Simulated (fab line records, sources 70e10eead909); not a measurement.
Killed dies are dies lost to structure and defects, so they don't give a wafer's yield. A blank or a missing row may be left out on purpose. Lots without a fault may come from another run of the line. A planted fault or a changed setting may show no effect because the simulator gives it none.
Which tool did it? | flow nand_harc | 12 lots, 36 wafers sampled, at 4 steps of a route of 1302

WHAT THE GAUGES READ, wafer by wafer
NHARC_P_BONDPAD_THK_MEAS_33: measures by ellipsometry.
lot  | measured     | on            | thk_nm (nm)
L075 | day 7 00:20  | film_metro-02 | 200.3 199.3 199.5
L077 | day 7 18:02  | film_metro-02 | 200.2 198.5 200.1
L079 | day 8 17:41  | film_metro-01 | 198.7 201.3 201.2
L081 | day 9 09:28  | film_metro-02 | 200.6 201.2 201.8
L083 | day 10 04:07 | film_metro-02 | 199.0 199.2 200.4
L085 | day 11 06:52 | film_metro-01 | 198.5 198.1 199.0
L087 | day 12 01:44 | film_metro-01 | 200.5 201.1 200.2
L089 | day 12 22:49 | film_metro-01 | 198.1 198.2 200.8
L091 | day 13 12:36 | film_metro-02 | 199.0 200.4 198.4
L093 | day 14 12:50 | film_metro-01 | 203.1 200.4 201.7
L095 | day 15 02:30 | film_metro-02 | 200.1 201.3 199.0
L097 | day 16 01:03 | film_metro-01 | 198.1 197.6 198.4

WHICH TOOL RAN EACH LOT (tool, then ch and the chambers of the sampled wafers, then the start)
lot  | NHARC_P_M1_PRE_CLEAN_30                 | NHARC_P_M1_ANNEAL_31             | NHARC_P_M2_PRE_CLEAN_32
L075 | pvd_sputter-03, day 6 18:15 or earlier  | rtp_anneal-01 ch 0, day 6 18:15  | pecvd-01 ch 0,1, day 6 23:11
L077 | pvd_sputter-02, day 7 11:23 or earlier  | rtp_anneal-02 ch 0, day 7 11:23  | pecvd-04 ch 2, day 7 16:43
L079 | pvd_sputter-02, day 8 11:29 or earlier  | rtp_anneal-02 ch 0, day 8 11:29  | pecvd-04 ch 0,2, day 8 16:33
L081 | pvd_sputter-01, day 9 03:17 or earlier  | rtp_anneal-01 ch 0, day 9 03:17  | pecvd-04 ch 0,2, day 9 08:20
L083 | pvd_sputter-02, day 9 22:03 or earlier  | rtp_anneal-02 ch 0, day 9 22:03  | pecvd-04 ch 0,1, day 10 02:59
L085 | pvd_sputter-02, day 11 00:47 or earlier | rtp_anneal-02 ch 0, day 11 00:47 | pecvd-01 ch 1,2, day 11 05:42
L087 | pvd_sputter-01, day 11 18:19 or earlier | rtp_anneal-02 ch 0, day 11 18:19 | pecvd-01 ch 0,1,2, day 12 00:34
L089 | pvd_sputter-03, day 12 16:40 or earlier | rtp_anneal-02 ch 0, day 12 16:40 | pecvd-02 ch 0,1,2, day 12 21:41
L091 | pvd_sputter-03, day 13 06:10 or earlier | rtp_anneal-01 ch 0, day 13 06:10 | pecvd-02 ch 2, day 13 11:11
L093 | pvd_sputter-02, day 14 05:17 or earlier | rtp_anneal-02 ch 0, day 14 05:17 | pecvd-02 ch 0,1, day 14 11:41
L095 | pvd_sputter-02, day 14 20:05 or earlier | rtp_anneal-02 ch 0, day 14 20:05 | pecvd-04 ch 0,1, day 15 01:13
L097 | pvd_sputter-01, day 15 18:48 or earlier | rtp_anneal-02 ch 0, day 15 18:48 | pecvd-02 ch 0,1,2, day 15 23:51
- NHARC_P_M1_PRE_CLEAN_30: time 30 s.
- NHARC_P_M1_ANNEAL_31: time 90 s.
- NHARC_P_M2_PRE_CLEAN_32: time 12 s.

THE ANSWER, worked out from the rows above alone
Rule: what is usual is taken from the lots themselves. Put in order of their means at a reading, lots are off if they are a third of the lots or fewer, leave a main group of 4 or more, and stand apart from it by a gap of 3 or more times the standard deviation of the main group's means; of several such gaps the widest counts. A main group whose means are all the same, to the digits that the tables above print for the reading, isn't used. A lot without any number at a reading at which 4 lots or more have one is off too. The other lots that the step has rows for count as sound.
No lot is off at any reading shown: from this, nothing can be told.

WHAT THE SIMULATOR HAD PUT IN
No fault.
